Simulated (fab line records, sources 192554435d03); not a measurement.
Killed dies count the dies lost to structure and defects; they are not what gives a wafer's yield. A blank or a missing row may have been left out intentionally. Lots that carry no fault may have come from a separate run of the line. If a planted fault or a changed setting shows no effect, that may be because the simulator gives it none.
fab line records	flow n5Finfet
record: lots: 6	wafers: 16	lastDay: 18
route steps=1938 shown BEOL_M0_SAQP@655 BEOL_M4@1111 PASSIVATION@1936
lots that met no fault: from a run of the same line without faults
startH: the number of hours between the record's first day and the start of the first shown wafer of the lot	waitH: how many hours have passed since the lot's step before this one	" the same as in the row above	L1.1+2: a row that stands for several wafers	- value missing, or start not given	* or withheld: withheld	< > ~ a bound
route shown NAME@n: a module of which the file shows steps, and the number in the route of the first	usual: average and standard deviation across the fault-free wafers	same: alike in all rows	chamber/n: place in a boat	sites: per-site readings	_std_site: the standard deviation of these	_edge_site: the outer-site mean with the inner-site mean subtracted	radiusMm: how far each site lies from the wafer's centre	mask NAME#n: copy n	behind: the last tool/chamber to shape the wafer	hold: what put the lot on hold/how long, in hours/how the hold closed	device: names the non-switching transistor (n, p or np)	end of line: tests of these same wafers at the route's end	where a step has no rows: the recipe by itself	killed: the dies lost at the first sort to structure and to defects; this is not the yield of the wafer	map: a wafer's dies, x killed, . not, _ none there
set.NAME: setting as actually run; set.NAME@STEP: the setting as run at that earlier step	model.NAME: the simulator's own value behind a step, which no gauge read
lots at some steps of the route; a table a step, a row a wafer
services: a tool's chamber out of use, with start hour (startH, from the record's first day; less than 0 if before it), hours out, and reason
== steps ==
step: N5_BEOL_M0_SAQP_STRIP_80
recipe: chemistry: N2/H2	tempC: 40	n2FlowSccm: 200	h2FlowSccm: 200	rfFrequencyHz: 6e+07
step: N5_BEOL_M0_SAQP_HM_OPEN_112
recipe: chemistry: CHF3/O2	target: SiO2	stopOn: a-Si	targetDepthA: 120	overEtchFrac: 1.25	maskMaterial: SOC	timeS: 13.5	pressureMtorr: 30	sourceW: 650	biasW: 170	Ar_flow_sccm: 200	CHF3_flow_sccm: 50	O2_flow_sccm: 5	ionEnergyEv: 200	ends: endPoint
step: N5_BEOL_M0_SAQP_STRIP_113
recipe: chemistry: CHF3/O2	resist: SiARC	rfFrequencyHz: 6e+07
step: N5_BEOL_M0_SAQP_MANDREL_ETCH_20
recipe: targetDepthA: 600	chemistry: HBr/Cl2	target: a-Si	stopOn: SiNx	btTimeS: 10	maskMaterial: SOC	overEtchFrac: 0.5	timeS: 30	pressureMtorr: 10	icpW: 800	biasW: 75	HBr_flow_sccm: 150	Cl2_flow_sccm: 80	ends: endPoint
usual: HBr_flow_sccm: 149.9/0.45	biasW: 74.99/0.24	drypumpMotorCurrentA: 5.6/0.37	oesProductAu: 0.773/0.014	throttleValvePct: 35.52/0.24
lot.wafer	tool	chamber	startH	waitH	HBr_flow_sccm	biasW	drypumpMotorCurrentA	oesProductAu	rfHoursCounterH	throttleValvePct
L824.1	rieSi-02	2	156.06	0.0	149.2	75.01	5.5	0.756	154	35.51
L824.2	"	1	"	"	149.0	75.08	6.0	0.762	10	35.90
L824.5	"	0	"	"	150.0	74.81	5.9	0.770	-	35.58
L825.1	rieSi-05	1	161.39	0.0	150.0	75.53	4.9	0.785	77	35.38
L825.2	"	3	"	"	149.9	75.33	5.7	0.762	101	35.31
L825.3	"	0	"	"	149.4	75.00	5.6	0.783	5	35.32
L833.3	rieSi-02	2	215.51	0.0	149.8	74.86	5.5	0.769	155	35.49
L833.5	"	2	"	"	150.1	75.05	5.5	0.749	-	35.49
L833.6	"	1	"	"	149.3	75.34	6.0	0.768	-	35.85
L836.1	rieSi-04	2	233.74	0.0	150.0	75.01	5.6	0.791	40	35.39
L836.2	"	0	"	"	149.3	74.81	6.4	0.751	151	35.25
L836.4	"	1	"	"	149.6	75.39	5.7	0.767	184	35.42
L837.1	rieSi-05	0	233.95	0.0	150.1	75.48	5.6	0.780	6	35.31
L837.5	"	1	"	"	150.3	75.35	4.9	0.805	-	35.34
L839.1	rieSi-02	2	247.51	0.0	150.0	74.79	5.5	0.760	155	35.48
L839.5	"	3	"	"	149.9	75.43	5.9	0.778	-	35.45
step: N5_BEOL_M0_SAQP_STRIP_86
recipe: chemistry: N2/H2	powerW: 500	tempC: 40	pressureMtorr: 50	rfFrequencyHz: 6e+07	overashFraction: 0.3	biasPowerW: 28	h2Frac: 0.5	n2FlowSccm: 300	h2FlowSccm: 300
usual: drypumpMotorCurrentA: 6.0/0.38	oesProductAu: 0.78/0.099	rfVppV: 121.9/1.5	showerheadPlenumPTorr: 3.33/0.099	throttleValvePct: 18.9/0.41
lot.wafer	tool	chamber	startH	waitH	drypumpMotorCurrentA	oesProductAu	rfHoursCounterH	rfVppV	showerheadPlenumPTorr	throttleValvePct
L824.1	rieDiel-01	3	156.16	0.1	5.9	0.74	195	122.9	3.33	19.5
L824.2	"	1	"	"	6.1	0.93	22	123.6	3.29	18.7
L824.5	"	2	"	"	6.0	0.73	-	121.8	3.47	19.2
L825.1	rieDiel-01	2	161.49	0.1	6.0	0.72	157	126.4	3.47	19.2
L825.2	"	0	"	"	6.2	0.98	2	124.1	3.40	18.3
L825.3	"	3	"	"	5.9	0.73	196	123.5	3.33	19.5
L833.3	rieDiel-02	0	215.65	0.1	6.7	0.87	64	123.6	3.40	18.2
L833.5	"	3	"	"	5.8	0.73	-	122.1	3.21	19.1
L833.6	"	0	"	"	6.7	0.88	-	120.6	3.40	18.1
L836.1	rieDiel-01	0	233.84	0.1	6.2	0.93	22	121.5	3.38	18.3
L836.2	"	2	"	"	6.1	0.71	179	123.3	3.46	19.2
L836.4	"	3	"	"	5.9	0.72	218	121.2	3.32	19.5
L837.1	rieDiel-03	1	234.05	0.1	5.8	0.93	23	119.3	3.29	18.2
L837.5	"	2	"	"	6.6	0.70	-	120.8	3.31	19.2
L839.1	rieDiel-02	3	247.67	0.1	5.8	0.73	199	121.3	3.21	19.1
L839.5	"	0	"	"	6.7	0.86	-	121.9	3.40	18.1
step: N5_BEOL_M0_SAQP_STRIP_115
recipe: chemistry: postEtchResidueRemover	timeS: 60	tempC: 25	removerPh: withheld	removerWaterWtPct: withheld	removerFluorideWtPct: withheld
step: N5_BEOL_M0_SAQP_SRD_93
recipe: dry: ipaMarangoni	timeS: 30	tempC: 23	rinseLiquid: diw
step: N5_BEOL_M0_SAQP_RECESS_114
recipe: chemistry: HF/NH3	target: SiO2	targetDepthA: 144	afsCycles: 3	tempC: 30	sublimationTempC: 180	sublimationTimeS: 60
step: N5_BEOL_M0_SAQP_SPACER1_ALD_98
recipe: material: SiO2	targetThkA: 128	tempC: 300	aldPrecursorFamily: BDEAS	aldCoReactant: O2-plasma	pulseTimeS: 1	purgeTimeS: 2	coReactantPurgeTimeS: 2	aldCycles: 138	pressureTorr: 2
usual: heaterPowerW: 477/59	precursorPulseHeightRel: 0.998/0.019
same: pulseTimeS: 1
lot.wafer	tool	chamber	startH	waitH	heaterPowerW	precursorPulseHeightRel
L824.1	aldSin-02	0	156.67	0.3	386	0.993
L824.2	"	3	"	"	538	0.976
L824.5	"	3	"	"	536	1.023
L825.1	aldSin-04	0	162.29	0.6	532	1.025
L825.2	"	3	"	"	393	0.977
L825.3	"	2	"	"	509	0.991
L833.3	aldSin-04	1	216.17	0.1	483	0.977
L833.5	"	1	"	"	482	1.017
L833.6	"	0	"	"	530	1.019
L836.1	aldSin-01	0	235.78	0.6	457	0.981
L836.2	"	1	"	"	561	0.998
L836.4	"	2	"	"	520	1.011
L837.1	aldSin-01	2	236.24	0.7	521	0.996
L837.5	"	0	"	"	446	0.996
L839.1	aldSin-01	2	249.03	1.1	505	0.987
L839.5	"	2	"	"	521	0.976
step: N5_BEOL_M0_SAQP_SPACER1_ETCHBACK_99
recipe: chemistry: CHF3/O2	mode: anisotropicEtchback	target: SiO2	targetDepthA: 154	timeS: 7.7	pressureMtorr: 30	sourceW: 650	biasW: 170	Ar_flow_sccm: 200	CHF3_flow_sccm: 50	O2_flow_sccm: 5	ionEnergyEv: 200
step: N5_BEOL_M0_SAQP_MANDREL1_REMOVE_100
recipe: chemistry: HBr/Cl2/O2	btTimeS: 10	target: a-Si	stopOn: SiNx	endpoint: OES-SiCl	overEtchFrac: 0.85	icpW: 600	biasW: 30	HBr_flow_sccm: 150	Cl2_flow_sccm: 80	O2_flow_sccm: 5	pressureMtorr: 10
usual: drypumpMotorCurrentA: 5.7/0.36	oesProductAu: 1.005/0.021	throttleValvePct: 36.77/0.26
lot.wafer	tool	chamber	startH	waitH	drypumpMotorCurrentA	oesProductAu	rfHoursCounterH	throttleValvePct
L824.1	rieSi-04	0	157.45	0.1	6.4	0.976	149	36.49
L824.2	"	1	"	"	5.7	1.023	182	36.66
L824.5	"	3	"	"	5.4	1.020	-	37.23
L825.1	rieSi-04	2	162.86	0.1	5.6	1.035	38	36.63
L825.2	"	3	"	"	5.4	1.026	113	37.23
L825.3	"	0	"	"	6.4	0.963	149	36.50
L833.3	rieSi-04	0	216.73	0.1	6.4	0.976	150	36.50
L833.5	"	1	"	"	5.7	1.020	-	36.67
L833.6	"	0	"	"	6.4	0.968	-	36.51
L836.1	rieSi-04	1	236.35	0.1	5.6	1.029	184	36.67
L836.2	"	3	"	"	5.4	1.026	114	37.22
L836.4	"	0	"	"	6.4	0.980	151	36.49
L837.1	rieSi-04	3	236.80	0.1	5.4	1.009	114	37.23
L837.5	"	1	"	"	5.6	1.026	-	36.66
L839.1	rieSi-05	3	249.93	0.1	5.6	0.977	103	36.57
L839.5	"	0	"	"	5.6	1.008	-	36.56
step: N5_BEOL_M0_SAQP_CD_MEAS_25
recipe: targetCdNm: 13.1	landingEnergyEv: 1000	detector: seInlens
usual: cdNm: 12.78/0.25
lot.wafer	tool	chamber	startH	waitH	cdNm
L824.1	cdSem-03	0	157.56	0.1	12.82
L824.2	"	0	"	"	12.80
L824.5	"	0	"	"	13.00
L825.1	cdSem-03	0	162.97	0.1	12.68
L825.2	"	0	"	"	13.29
L825.3	"	0	"	"	12.87
L833.3	cdSem-03	0	216.84	0.1	12.60
L833.5	"	0	"	"	13.06
L833.6	"	0	"	"	12.95
L836.1	cdSem-03	0	236.45	0.1	12.83
L836.2	"	0	"	"	12.93
L836.4	"	0	"	"	13.40
L837.1	cdSem-01	0	236.91	0.1	13.19
L837.5	"	0	"	"	12.59
L839.1	cdSem-01	0	250.04	0.1	12.78
L839.5	"	0	"	"	12.55
step: N5_BEOL_M0_SAQP_ETCH_101
recipe: chemistry: CH3F/O2	target: SiNx	maskMaterial: SiO2	targetDepthA: 299	timeS: 42.7	pressureMtorr: 30	sourceW: 395	biasW: 73	Ar_flow_sccm: 150	CH3F_flow_sccm: 30	O2_flow_sccm: 20	ionEnergyEv: 120
usual: CH3F_flow_sccm: 30.00/0.098	O2_flow_sccm: 20.01/0.063	drypumpMotorCurrentA: 6.0/0.4	oesProductAu: 0.78/0.092	rfVppV: 298/9	showerheadPlenumPTorr: 1.99/0.059	throttleValvePct: 16.36/0.23
lot.wafer	tool	chamber	startH	waitH	CH3F_flow_sccm	O2_flow_sccm	drypumpMotorCurrentA	oesProductAu	rfHoursCounterH	rfVppV	showerheadPlenumPTorr	throttleValvePct
L824.1	rieDiel-03	2	157.60	0.0	-	-	-	-	-	-	-	-
L824.2	"	0	"	"	-	-	-	-	-	-	-	-
L824.5	"	0	"	"	-	-	-	-	-	-	-	-
L825.1	rieDiel-02	0	163.01	0.0	-	-	-	-	-	-	-	-
L825.2	"	1	"	"	-	-	-	-	-	-	-	-
L825.3	"	2	"	"	-	-	-	-	-	-	-	-
L833.3	rieDiel-01	0	216.88	0.0	29.91	20.04	6.2	0.92	18	292	2.05	16.09
L833.5	"	1	"	"	29.98	20.09	6.0	0.89	-	297	1.95	16.35
L833.6	"	2	"	"	29.87	19.93	6.0	0.72	-	304	2.06	16.52
L836.1	rieDiel-02	3	236.49	0.0	29.95	19.89	5.8	0.73	197	315	1.90	16.16
L836.2	"	2	"	"	30.00	19.99	5.7	1.03	4	306	2.12	16.29
L836.4	"	1	"	"	30.19	20.14	5.8	0.72	175	288	1.92	16.82
L837.1	rieDiel-01	1	236.95	0.0	30.06	20.05	6.1	0.89	42	297	1.95	16.34
L837.5	"	0	"	"	29.99	20.03	6.2	0.92	-	293	2.04	16.09
L839.1	rieDiel-02	2	250.34	0.3	29.95	19.96	5.7	1.00	7	306	2.12	16.30
L839.5	"	0	"	"	29.83	20.05	6.6	0.85	-	291	2.04	16.02
step: N5_BEOL_M0_SAQP_ETCH_102
recipe: chemistry: CF4	target: SiO2	targetDepthA: 40	ionEnergyEv: 350	timeS: 4.4	pressureMtorr: 10	icpW: 800	biasW: 400	cf4FlowSccm: 80
usual: biasW: 400.1/1.2	cf4FlowSccm: 79.98/0.23	drypumpMotorCurrentA: 5.7/0.32	oesProductAu: 0.99/0.032	throttleValvePct: 21.92/0.21
lot.wafer	tool	chamber	startH	waitH	biasW	cf4FlowSccm	drypumpMotorCurrentA	oesProductAu	rfHoursCounterH	throttleValvePct
L824.1	rieSi-02	0	157.75	0.1	401.1	80.04	5.9	1.00	149	22.03
L824.2	"	1	"	"	402.6	80.11	6.0	0.94	10	22.11
L824.5	"	3	"	"	399.9	80.34	5.9	1.01	-	22.20
L825.1	rieSi-02	0	163.11	0.1	400.2	80.37	5.9	1.00	149	22.03
L825.2	"	1	"	"	400.8	80.21	6.0	0.94	10	22.09
L825.3	"	3	"	"	401.1	80.26	5.9	1.01	153	22.18
L833.3	rieSi-02	2	216.98	0.1	398.5	80.15	5.5	0.97	155	21.97
L833.5	"	0	"	"	399.2	79.82	5.9	1.02	-	22.05
L833.6	"	1	"	"	400.3	80.09	6.0	0.94	-	22.12
L836.1	rieSi-02	0	236.60	0.1	400.1	79.90	5.9	1.01	150	22.06
L836.2	"	3	"	"	398.2	80.24	5.8	1.03	155	22.19
L836.4	"	2	"	"	399.9	79.79	5.5	0.96	155	21.97
L837.1	rieSi-05	2	237.05	0.1	399.8	80.13	5.3	0.99	88	21.90
L837.5	"	3	"	"	400.5	79.94	5.7	1.01	-	21.86
L839.1	rieSi-02	1	250.45	0.1	398.7	79.71	6.0	0.93	11	22.11
L839.5	"	0	"	"	399.8	80.56	5.9	1.02	-	22.04
step: N5_BEOL_M4_RC_MEAS_101
usual: DIBL_N: 36.1/2	DIBL_P: 36.3/2.5	IOFF_N: 0.16/0.037	IOFF_P: 0.21/0.039	ION_N: 678/15	ION_P: 465/8.7	SS_N: 71.4/0.7	SS_P: 73.3/0.74	VT_N: 249/3.6	VT_P: -250.0/2.9
lot.wafer	tool	chamber	startH	waitH	DIBL_N[mV/V]	DIBL_P[mV/V]	IOFF_N[nA/um]	IOFF_P[nA/um]	ION_N[uA/um]	ION_P[uA/um]	SS_N[mV/dec]	SS_P[mV/dec]	VT_N[mV]	VT_P[mV]
L833.3	prober-02	0	299.46	0.3	32.7	32.9	0.11	0.16	668	463	70.4	72.5	256	-250.3
L833.5	"	0	"	"	33.5	33.2	0.12	0.16	664	460	70.7	72.6	254	-253.1
L833.6	"	0	"	"	38.5	41.1	0.21	0.30	676	469	71.9	74.7	247	-245.6
L837.1	prober-02	0	306.06	0.0	36.8	38.6	0.19	0.22	713	477	71.3	74.0	245	-247.3
L837.5	"	0	"	"	36.4	38.1	0.18	0.21	700	469	70.8	73.5	247	-251.2
L839.1	prober-02	0	313.10	0.0	34.4	35.3	0.13	0.20	663	456	70.3	73.5	250	-248.7
L839.5	"	0	"	"	32.6	32.2	0.11	0.16	674	474	70.5	72.4	252	-252.8
L836.1	prober-02	0	318.63	0.0	37.6	38.3	0.21	0.28	701	476	71.8	74.5	244	-245.1
L836.2	"	0	"	"	37.0	35.8	0.17	0.23	676	458	71.6	73.8	248	-251.4
L836.4	"	0	"	"	37.3	36.7	0.19	0.25	683	461	71.7	73.7	244	-249.8
step: N5_PASSIVATION_PROBE_49
usual: defectLimitedYield: 91.1/1.3	killed_at_M0_to_M3: 32/9.7	killed_at_M4_up: 16/6	killedAtContacts: 12/5.9	killedAtFrontEnd: 41/11	killedAtOther: 4/3.1	killedDies: 104/16	killedOnRim: 14/4	killedOpen: 68/12	killedShort: 34/7.4	sort_bin_5_function: 5.1/0.85	sort_bin_6_memory: 3.3/0.66	sortNPass: 1075/16	sortYieldPct: 91.1/1.4
same: grossDies: 1180	killedAtBackSide: 0	sort_bin_4_leakage[%]: 0	sort_bin_8_speed[%]: 0
lot.wafer	tool	chamber	startH	waitH	defectLimitedYield[%]	killed_at_M0_to_M3	killed_at_M4_up	killedAtContacts	killedAtFrontEnd	killedAtOther	killedDies	killedOnRim	killedOpen	killedShort	sort_bin_5_function[%]	sort_bin_6_memory[%]	sortNPass	sortYieldPct[%]
L824.1	prober-01	-	332.20	0.0	0	1113	10	21	32	4	1180	152	44	35	96.9	2.7	0	0
L824.2	prober-01	-	332.25	0.1	0	1119	12	17	30	2	1180	152	50	40	96.6	3.1	0	0
L824.5	prober-01	-	332.40	0.2	0	1079	19	21	58	3	1180	152	78	46	95.3	4.2	0	0
L825.1	prober-02	-	343.25	0.0	0	1127	14	15	22	2	1180	152	71	20	96.8	3.1	0	0
L825.2	prober-02	-	343.30	0.1	0	1119	12	18	25	6	1180	152	59	28	96.9	3.0	0	0
L825.3	prober-02	-	343.35	0.1	0	1099	15	18	45	3	1180	152	88	44	94.7	5.1	0	0
L833.3	prober-01	-	400.04	0.1	90.2	21	24	19	52	0	116	15	83	28	5.7	3.6	1064	90.2
L833.5	prober-01	-	400.14	0.2	92.5	29	22	6	28	4	89	14	52	37	4.7	2.6	1091	92.5
L833.6	prober-01	-	400.19	0.3	92.8	25	15	8	37	0	85	5	57	21	3.5	3.1	1095	92.8
killed by level:class
L824.1 BEOL_M0_SAQP:areaEtch=1100 MOL_CONTACT_COAG:geometricParticle:open=16 FIN_SAQP:geometricParticle:short=10 FIN_SAQP:geometricParticle:open=7 MOL_CONTACT_COAG:geometricParticle:short=5 BEOL_M0_SAQP:geometricParticle:short=4 ILD0:geometricParticle:open=3 BEOL_M1:geometricParticle:short=3
L824.2 BEOL_M0_SAQP:areaEtch=1088 FIN_SAQP:geometricParticle:short=15 MOL_CONTACT_COAG:geometricParticle:open=13 BEOL_M5:geometricParticle:open=6 BEOL_M0_SAQP:geometricParticle:open=6 BEOL_M1:geometricParticle:open=6 BEOL_M0_SAQP:geometricParticle:short=5 MOL_CONTACT_COAG:geometricParticle:short=4
L824.5 BEOL_M0_SAQP:areaEtch=1054 FIN_SAQP:geometricParticle:short=17 FIN_SAQP:geometricParticle:open=16 MOL_CONTACT_COAG:geometricParticle:open=16 BEOL_M3:geometricParticle:open=11 BEOL_M5:geometricParticle:open=7 DUMMY_GATE:geometricParticle:open=5 GATE_CUT:geometricParticle:short=5
L825.1 BEOL_M0_SAQP:areaEtch=1089 MOL_CONTACT_COAG:geometricParticle:open=14 BEOL_M2:geometricParticle:open=11 BEOL_M0_SAQP:geometricParticle:short=7 BEOL_M3:geometricParticle:open=7 BEOL_M4:geometricParticle:open=6 BEOL_M0_SAQP:geometricParticle:open=5 FIN_SAQP:geometricParticle:open=4
L825.2 BEOL_M0_SAQP:areaEtch=1092 MOL_CONTACT_COAG:geometricParticle:open=15 BEOL_M0_SAQP:geometricParticle:short=8 DUMMY_GATE:geometricParticle:short=6 BEOL_M0_SAQP:geometricParticle:open=6 STARTING-WAFER:geometricParticle:short=6 DUMMY_GATE:geometricParticle:open=5 BEOL_M1:geometricParticle:open=5
L825.3 BEOL_M0_SAQP:areaEtch=1048 MOL_CONTACT_COAG:geometricParticle:open=14 BEOL_M2:geometricParticle:open=13 BEOL_M0_SAQP:geometricParticle:short=9 DUMMY_GATE:geometricParticle:open=9 BEOL_M0_SAQP:geometricParticle:open=9 BEOL_M3:geometricParticle:open=8 STI_FIN_REVEAL:geometricParticle:open=7
L833.3 MOL_CONTACT_COAG:geometricParticle:open=17 DUMMY_GATE:geometricParticle:open=14 STI_FIN_REVEAL:geometricParticle:open=9 BEOL_M3:geometricParticle:open=9 BEOL_M4:geometricParticle:open=9 FIN_SAQP:geometricParticle:open=6 BEOL_M2:geometricParticle:open=5 BEOL_M4:geometricParticle:short=5
L833.5 BEOL_M4:geometricParticle:open=10 FIN_SAQP:geometricParticle:short=9 BEOL_M0_SAQP:geometricParticle:short=6 BEOL_M0_SAQP:geometricParticle:open=6 BEOL_M3:geometricParticle:open=6 MOL_CONTACT_COAG:geometricParticle:open=5 FIN_SAQP:geometricParticle:open=3 STI_FIN_REVEAL:geometricParticle:open=3
L833.6 MOL_CONTACT_COAG:geometricParticle:open=7 BEOL_M1:geometricParticle:open=7 HKMG_FIN:areaEtch=7 BEOL_M4:geometricParticle:open=6 BEOL_M0_SAQP:geometricParticle:short=5 STARTING-WAFER:geometricParticle:open=5 FIN_SAQP:geometricParticle:open=4 DUMMY_GATE:geometricParticle:open=4
map L824.1 (x killed, . not)
_________________xxxxxxxxxxxx________________
______________xxxxxxxxxxxxxxxxxx_____________
___________xxxxxxxxxxxxxxxxxxxxxxxx__________
__________xxxxxxxxxxxxxxxxxxxxxxxxxx_________
________xxxxxxxxxxxxxxxxxxxxxxxxxxxxxx_______
_______xxxxxxxxxxxxxxxxxxxxxxxxxxxxxxxx______
______xxxxxxxxxxxxxxxxxxxxxxxxxxxxxxxxxx_____
_____xxxxxxxxxxxxxxxxxxxxxxxxxxxxxxxxxxxx____
____xxxxxxxxxxxxxxxxxxxxxxxxxxxxxxxxxxxxxx___
___xxxxxxxxxxxxxxxxxxxxxxxxxxxxxxxxxxxxxxxx__
___xxxxxxxxxxxxxxxxxxxxxxxxxxxxxxxxxxxxxxxx__
__xxxxxxxxxxxxxxxxxxxxxxxxxxxxxxxxxxxxxxxxxx_
__xxxxxxxxxxxxxxxxxxxxxxxxxxxxxxxxxxxxxxxxxx_
_xxxxxxxxxxxxxxxxxxxxxxxxxxxxxxxxxxxxxxxxxxxx
_xxxxxxxxxxxxxxxxxxxxxxxxxxxxxxxxxxxxxxxxxxxx
_xxxxxxxxxxxxxxxxxxxxxxxxxxxxxxxxxxxxxxxxxxxx
_xxxxxxxxxxxxxxxxxxxxxxxxxxxxxxxxxxxxxxxxxxxx
_xxxxxxxxxxxxxxxxxxxxxxxxxxxxxxxxxxxxxxxxxxxx
_xxxxxxxxxxxxxxxxxxxxxxxxxxxxxxxxxxxxxxxxxxxx
_xxxxxxxxxxxxxxxxxxxxxxxxxxxxxxxxxxxxxxxxxxxx
_xxxxxxxxxxxxxxxxxxxxxxxxxxxxxxxxxxxxxxxxxxxx
__xxxxxxxxxxxxxxxxxxxxxxxxxxxxxxxxxxxxxxxxxx_
__xxxxxxxxxxxxxxxxxxxxxxxxxxxxxxxxxxxxxxxxxx_
___xxxxxxxxxxxxxxxxxxxxxxxxxxxxxxxxxxxxxxxx__
___xxxxxxxxxxxxxxxxxxxxxxxxxxxxxxxxxxxxxxxx__
____xxxxxxxxxxxxxxxxxxxxxxxxxxxxxxxxxxxxxx___
_____xxxxxxxxxxxxxxxxxxxxxxxxxxxxxxxxxxxx____
______xxxxxxxxxxxxxxxxxxxxxxxxxxxxxxxxxx_____
_______xxxxxxxxxxxxxxxxxxxxxxxxxxxxxxxx______
________xxxxxxxxxxxxxxxxxxxxxxxxxxxxxx_______
__________xxxxxxxxxxxxxxxxxxxxxxxxxx_________
___________xxxxxxxxxxxxxxxxxxxxxxxx__________
______________xxxxxxxxxxxxxxxxxx_____________
_________________xxxxxxxxxxxx________________
map L825.1 (x killed, . not)
_________________xxxxxxxxxxxx________________
______________xxxxxxxxxxxxxxxxxx_____________
___________xxxxxxxxxxxxxxxxxxxxxxxx__________
__________xxxxxxxxxxxxxxxxxxxxxxxxxx_________
________xxxxxxxxxxxxxxxxxxxxxxxxxxxxxx_______
_______xxxxxxxxxxxxxxxxxxxxxxxxxxxxxxxx______
______xxxxxxxxxxxxxxxxxxxxxxxxxxxxxxxxxx_____
_____xxxxxxxxxxxxxxxxxxxxxxxxxxxxxxxxxxxx____
____xxxxxxxxxxxxxxxxxxxxxxxxxxxxxxxxxxxxxx___
___xxxxxxxxxxxxxxxxxxxxxxxxxxxxxxxxxxxxxxxx__
___xxxxxxxxxxxxxxxxxxxxxxxxxxxxxxxxxxxxxxxx__
__xxxxxxxxxxxxxxxxxxxxxxxxxxxxxxxxxxxxxxxxxx_
__xxxxxxxxxxxxxxxxxxxxxxxxxxxxxxxxxxxxxxxxxx_
_xxxxxxxxxxxxxxxxxxxxxxxxxxxxxxxxxxxxxxxxxxxx
_xxxxxxxxxxxxxxxxxxxxxxxxxxxxxxxxxxxxxxxxxxxx
_xxxxxxxxxxxxxxxxxxxxxxxxxxxxxxxxxxxxxxxxxxxx
_xxxxxxxxxxxxxxxxxxxxxxxxxxxxxxxxxxxxxxxxxxxx
_xxxxxxxxxxxxxxxxxxxxxxxxxxxxxxxxxxxxxxxxxxxx
_xxxxxxxxxxxxxxxxxxxxxxxxxxxxxxxxxxxxxxxxxxxx
_xxxxxxxxxxxxxxxxxxxxxxxxxxxxxxxxxxxxxxxxxxxx
_xxxxxxxxxxxxxxxxxxxxxxxxxxxxxxxxxxxxxxxxxxxx
__xxxxxxxxxxxxxxxxxxxxxxxxxxxxxxxxxxxxxxxxxx_
__xxxxxxxxxxxxxxxxxxxxxxxxxxxxxxxxxxxxxxxxxx_
___xxxxxxxxxxxxxxxxxxxxxxxxxxxxxxxxxxxxxxxx__
___xxxxxxxxxxxxxxxxxxxxxxxxxxxxxxxxxxxxxxxx__
____xxxxxxxxxxxxxxxxxxxxxxxxxxxxxxxxxxxxxx___
_____xxxxxxxxxxxxxxxxxxxxxxxxxxxxxxxxxxxx____
______xxxxxxxxxxxxxxxxxxxxxxxxxxxxxxxxxx_____
_______xxxxxxxxxxxxxxxxxxxxxxxxxxxxxxxx______
________xxxxxxxxxxxxxxxxxxxxxxxxxxxxxx_______
__________xxxxxxxxxxxxxxxxxxxxxxxxxx_________
___________xxxxxxxxxxxxxxxxxxxxxxxx__________
______________xxxxxxxxxxxxxxxxxx_____________
_________________xxxxxxxxxxxx________________
== services ==
tool	chamber	startH	hours	kind
rieDiel-03	1	142.19	-	clean
rieDiel-03	1	142.19	-	consumableReplace:focusRing
rieDiel-01	0	143.73	-	clean
rieDiel-01	0	143.73	-	consumableReplace:focusRing
rieDiel-01	0	143.73	12.9	scheduledDown
rieDiel-01	0	143.73	12.9	ventCycle
rieSi-04	2	156.14	6.2	repair
aldSin-01	-	157.80	2.8	pm
rieDiel-02	3	159.82	13.2	repair
aldSin-02	-	164.05	2.8	repair
rieSi-05	2	164.19	6.8	repair
rieSi-04	0	178.88	4.3	repair
rieDiel-01	-	185.38	2.8	pm
rieSi-05	-	202.99	2.8	pm
rieDiel-02	2	203.25	-	clean
rieDiel-02	2	203.25	-	consumableReplace:focusRing
rieDiel-02	2	203.25	-	consumableReplace:showerhead
rieDiel-02	2	203.25	16.7	scheduledDown
rieDiel-02	2	203.25	16.7	ventCycle
rieDiel-01	1	203.57	9.8	repair
rieSi-04	-	215.83	0.4	repair
aldSin-02	3	240.44	10.8	repair
rieSi-04	3	243.49	4.1	repair
aldSin-01	-	248.83	0.2	repair
== key ==
firstSign: step: N5_BEOL_M0_SAQP_ETCH_101	reading: toolRecord	direction: missing
effect: step: N5_PASSIVATION_PROBE_49	reading: killed_at_M0_to_M3	direction: up	sigmas: 99+	usual: 32	struck: 1109
moreKillsBornAt: N5_BEOL_M0_SAQP_ETCH_101@rieDiel-03: 3235	N5_BEOL_M0_SAQP_ETCH_101@rieDiel-02: 3229
metAt N5_BEOL_M0_SAQP_ETCH_101
struckWafers L824.1,L824.2,L824.5,L825.1,L825.2,L825.3
laterRowsLeftOut L824.1,L824.2,L824.5,L825.1,L825.2,L825.3
fault: kind: skippedStepWhole	tool: rieDiel-02,rieDiel-03	chamber: -	onsetH: 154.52	steps: N5_BEOL_M0_SAQP_ETCH_101	scope: struckLotsOnly
laterRowsLeftOut: the simulator's readings of these wafers behind a module that went badly wrong aren't trusted and aren't shown, but for the sort
